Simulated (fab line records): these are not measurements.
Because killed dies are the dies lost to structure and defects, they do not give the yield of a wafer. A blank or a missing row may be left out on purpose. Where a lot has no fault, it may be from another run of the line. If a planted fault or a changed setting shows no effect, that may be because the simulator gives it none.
Chamber matching -- flow nand-harc -- NHARC_A_WL_FILL_ALD_02 on ald-metal-04 has 3 sister chambers
The step deposits TiN, target thk 2 nm, pulse time 3 s, ald cycles 100. 3 wafers are shown with their chamber, then 6 later ones without.

== EACH WAFER AND ITS CHAMBER ==
wafer,chamber,heater-power-w (W)
L086.4,1,1266
L094.1,0,1064
L094.2,3,1011

== WAFERS WHOSE CHAMBER IS MISSING ==
wafer,heater-power-w (W)
L094.4,1266
L094.5,1031
L094.6,1027
L096.2,1245
L096.5,1028
L096.6,1029

== THE CHAMBER EACH PASSED THROUGH ==
wafer,from the rows above,in truth
L094.4,1,1
L094.5,can't be placed: 3 or 0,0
L094.6,can't be placed: 3 or 0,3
L096.2,1,1
L096.5,can't be placed: 3 or 0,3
L096.6,can't be placed: 3 or 0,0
2 of 6 placed correctly. These rows do not allow placing 4 (true chamber among the candidates in 4). 0 placed wrongly.
How it was worked out, from the rows above alone: a wafer's distance from a chamber is the root of the sum, over the readings, of the square of ((its reading less the chamber's mean) divided by the reading's scatter). If the next closest chamber is less than 2 further off than the closest, the wafer can't be placed; otherwise it belongs to the closest. For every chamber, the mean is computed from those of its wafers that are shown. The scatter: with one shown wafer a chamber, the root of the mean of the squares of how far each hidden wafer lies from its nearest shown one.
